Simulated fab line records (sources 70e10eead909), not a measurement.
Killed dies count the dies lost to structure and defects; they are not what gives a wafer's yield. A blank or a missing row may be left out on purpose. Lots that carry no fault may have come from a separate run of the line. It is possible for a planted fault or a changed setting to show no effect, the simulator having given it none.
The tool behind it: which one? / flow nand-harc / 38 wafers from 13 lots sampled at 6 of the route's 1159 steps

WHAT EACH GAUGE READ, for each wafer
NHARC_P_BONDPAD_INSPECT_23.
lot=L666; measured=day 6 22:57; on=defect-inspect-02; raw-defect-count=345 272 323
lot=L665; measured=day 7 04:34; on=defect-inspect-01; raw-defect-count=241 277 281
lot=L667; measured=day 7 04:37; on=defect-inspect-02; raw-defect-count=396 373 446
lot=L668; measured=day 7 05:40; on=defect-inspect-02; raw-defect-count=253 295 229
lot=L669; measured=day 7 09:53; on=defect-inspect-01; raw-defect-count=267 305 236
lot=L670; measured=day 7 10:38; on=defect-inspect-02; raw-defect-count=224 161 159
lot=L674; measured=day 9 02:07; on=defect-inspect-01; raw-defect-count=395 588
lot=L680; measured=day 10 07:07; on=defect-inspect-01; raw-defect-count=825 339 267
lot=L681; measured=day 10 22:25; on=defect-inspect-01; raw-defect-count=365 401 375
lot=L682; measured=day 11 08:20; on=defect-inspect-02; raw-defect-count=300 483 348
lot=L683; measured=day 11 10:12; on=defect-inspect-01; raw-defect-count=302 376 499
lot=L686; measured=day 11 16:57; on=defect-inspect-02; raw-defect-count=388 322 207
lot=L687; measured=day 11 17:58; on=defect-inspect-02; raw-defect-count=195 220 215

NHARC_A_ZERO_WELL_INSPECT_17.
lot=L666; measured=day 7 01:43; on=defect-inspect-01; raw-defect-count=5 11 11
lot=L665; measured=day 7 07:20; on=defect-inspect-01; raw-defect-count=18 9 4
lot=L667; measured=day 7 07:49; on=defect-inspect-01; raw-defect-count=5 4 5
lot=L668; measured=day 7 08:31; on=defect-inspect-01; raw-defect-count=16 27 12
lot=L669; measured=day 7 12:46; on=defect-inspect-01; raw-defect-count=12 19 9
lot=L670; measured=day 7 13:25; on=defect-inspect-02; raw-defect-count=14 7 12
lot=L674; measured=day 9 04:53; on=defect-inspect-02; raw-defect-count=13 8
lot=L680; measured=day 10 10:11; on=defect-inspect-02; raw-defect-count=19 8 9
lot=L681; measured=day 11 01:25; on=defect-inspect-02; raw-defect-count=4 2 9
lot=L682; measured=day 11 11:06; on=defect-inspect-02; raw-defect-count=15 5 8
lot=L683; measured=day 11 13:01; on=defect-inspect-02; raw-defect-count=10 9 10
lot=L686; measured=day 11 19:47; on=defect-inspect-02; raw-defect-count=27 10 14
lot=L687; measured=day 11 20:38; on=defect-inspect-02; raw-defect-count=3 11 2

NHARC_A_ONON_D1_THK_MEAS_08: measures by ellipsometry.
lot=L666; measured=day 8 00:29; on=film-metro-02; thk-nm (nm)=986 984 983
lot=L665; measured=day 8 06:10; on=film-metro-01; thk-nm (nm)=987 985 985
lot=L667; measured=day 8 06:08; on=film-metro-02; thk-nm (nm)=984 986 984
lot=L668; measured=day 8 06:10; on=film-metro-02; thk-nm (nm)=1012 1009 1010
lot=L669; measured=day 8 11:05; on=film-metro-02; thk-nm (nm)=994 994 995
lot=L670; measured=day 8 11:05; on=film-metro-01; thk-nm (nm)=1001 998 1000
lot=L674; measured=day 10 03:02; on=film-metro-02; thk-nm (nm)=996 1357
lot=L680; measured=day 11 08:35; on=film-metro-01; thk-nm (nm)=1006 1362 1364
lot=L681; measured=day 12 01:25; on=film-metro-02; thk-nm (nm)=996 995 993
lot=L682; measured=day 12 10:10; on=film-metro-02; thk-nm (nm)=990 991 991
lot=L683; measured=day 12 10:02; on=film-metro-01; thk-nm (nm)=994 995 993
lot=L686; measured=day 12 17:53; on=film-metro-02; thk-nm (nm)=993 996 995
lot=L687; measured=day 12 17:52; on=film-metro-01; thk-nm (nm)=1017 1016 1017

NHARC_A_ONON_D1_THK_MEAS_21: measures by ellipsometry.
lot=L666; measured=day 8 09:16; on=film-metro-01; thk-nm (nm)=996 995 996
lot=L665; measured=day 8 15:53; on=film-metro-02; thk-nm (nm)=1015 1014 1014
lot=L667; measured=day 8 15:54; on=film-metro-01; thk-nm (nm)=979 977 978
lot=L668; measured=day 8 15:53; on=film-metro-01; thk-nm (nm)=985 986 985
lot=L669; measured=day 8 20:55; on=film-metro-02; thk-nm (nm)=1001 999 1001
lot=L670; measured=day 8 20:52; on=film-metro-02; thk-nm (nm)=1002 1000 1004
lot=L674; measured=day 10 12:51; on=film-metro-01; thk-nm (nm)=988 991
lot=L680; measured=day 11 17:24; on=film-metro-01; thk-nm (nm)=990 992 992
lot=L681; measured=day 12 12:17; on=film-metro-01; thk-nm (nm)=1001 1000 1000
lot=L682; measured=day 12 19:02; on=film-metro-02; thk-nm (nm)=1005 1004 1005
lot=L683; measured=day 12 19:01; on=film-metro-02; thk-nm (nm)=1004 1001 1004
lot=L686; measured=day 13 03:03; on=film-metro-02; thk-nm (nm)=1013 1013 1012
lot=L687; measured=day 13 03:03; on=film-metro-01; thk-nm (nm)=1005 1005 1002

NHARC_END_SORT_01.
lot=L680; measured=day 23 09:38; on=prober-02; killed-at-array=30; killed-at-other=0; killed-at-periphery=2; killed-dies=32; killed-open=2; killed-short=1
lot=L681; measured=day 23 19:02; on=prober-02; killed-at-array=32 44 42; killed-at-other=2 0 0; killed-at-periphery=7 4 5; killed-dies=41 48 47; killed-open=2 4 3; killed-short=4 1 1
lot=L682; measured=day 24 05:13; on=prober-02; killed-at-array=59 51 43; killed-at-other=0 0 1; killed-at-periphery=1 0 4; killed-dies=60 51 48; killed-open=3 1 5; killed-short=1 2 2
lot=L683; measured=day 24 02:49; on=prober-01; killed-at-array=38 38 46; killed-at-other=1 0 1; killed-at-periphery=2 2 4; killed-dies=41 40 51; killed-open=2 2 6; killed-short=4 0 2
lot=L686; measured=day 23 18:14; on=prober-01; killed-at-array=24 28 22; killed-at-other=0 2 0; killed-at-periphery=4 1 3; killed-dies=28 31 25; killed-open=2 4 1; killed-short=1 2 1
lot=L687; measured=day 24 09:02; on=prober-01; killed-at-array=14 13 11; killed-at-other=0 1 0; killed-at-periphery=2 0 1; killed-dies=16 14 12; killed-open=4 0 2; killed-short=0 2 2

WHICH TOOL RAN EACH LOT (tool, then ch and the chambers of the sampled wafers, then the start)
lot=L666; NHARC_A_ONON_D1_DEP_06=pecvd-onon-02 ch 0, day 8 00:01
lot=L665; NHARC_A_ONON_D1_DEP_06=pecvd-onon-04 ch 0, day 8 05:43
lot=L667; NHARC_A_ONON_D1_DEP_06=pecvd-onon-02 ch 0, day 8 05:41
lot=L668; NHARC_A_ONON_D1_DEP_06=pecvd-onon-03 ch 0, day 8 05:43
lot=L669; NHARC_A_ONON_D1_DEP_06=pecvd-onon-02 ch 0, day 8 10:38
lot=L670; NHARC_A_ONON_D1_DEP_06=pecvd-onon-04 ch 0, day 8 10:34
lot=L674; NHARC_A_ONON_D1_DEP_06=pecvd-onon-02 ch 0, day 10 02:32
lot=L680; NHARC_A_ONON_D1_DEP_06=pecvd-onon-02 ch 0, day 11 08:05
lot=L681; NHARC_A_ONON_D1_DEP_06=pecvd-onon-04 ch 0, day 12 01:00
lot=L682; NHARC_A_ONON_D1_DEP_06=pecvd-onon-03 ch 0, day 12 09:46
lot=L683; NHARC_A_ONON_D1_DEP_06=pecvd-onon-04 ch 0, day 12 09:38
lot=L686; NHARC_A_ONON_D1_DEP_06=pecvd-onon-04 ch 0, day 12 17:25
lot=L687; NHARC_A_ONON_D1_DEP_06=pecvd-onon-03 ch 0, day 12 17:22
- NHARC_A_ONON_D1_DEP_06: target thk 1000 nm.

AS READ BY THE TOOLS THEMSELVES (means over the sampled wafers that have a number; for cases with no such wafer, the mark the record gives instead)
The record holds no such reading with a usual standard deviation.

THE ANSWER, worked out from the rows above alone
Rule: usual is defined by the lots themselves. Put in order of their means at a reading, lots are off if they are a third of the lots or fewer, leave a main group of 4 or more, and stand apart from it by a gap of 3 or more times the standard deviation of the main group's means; of several such gaps the widest counts. A main group is skipped when, at the precision printed for the reading in the tables above, its means are all equal. A lot without any number at a reading at which 4 lots or more have one is off too. Where the step has rows for the other lots, those lots are counted as sound. After the gauges, taken in route order, come the tools' own readings; for these a lot's mean is taken, as printed above. At the first step where some lot is off, the reading lying furthest off is the one used; lots without a number count as furthest.
Off: L674, L680 (NHARC_A_ONON_D1_THK_MEAS_08, thk-nm). Mean 995 nm and standard deviation 9.8 in the main group.
If a tool, at a process step before that reading, ran all the lots that are off and no sound lot after the first of them, it fits. Gauges at NHARC_A_ONON_D1_THK_MEAS_08: tried the same way as those tools. One candidate fits, namely pecvd-onon-02 at NHARC_A_ONON_D1_DEP_06. A fault onset in the window from L669 (day 8 10:38, its last sound lot) to L674 (day 10 02:32, its first lot off) fits.

WHAT THE SIMULATOR HAD PUT IN
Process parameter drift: pecvd-onon-02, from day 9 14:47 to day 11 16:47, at NHARC_A_ONON_D1_DEP_06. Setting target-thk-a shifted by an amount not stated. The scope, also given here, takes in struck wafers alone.
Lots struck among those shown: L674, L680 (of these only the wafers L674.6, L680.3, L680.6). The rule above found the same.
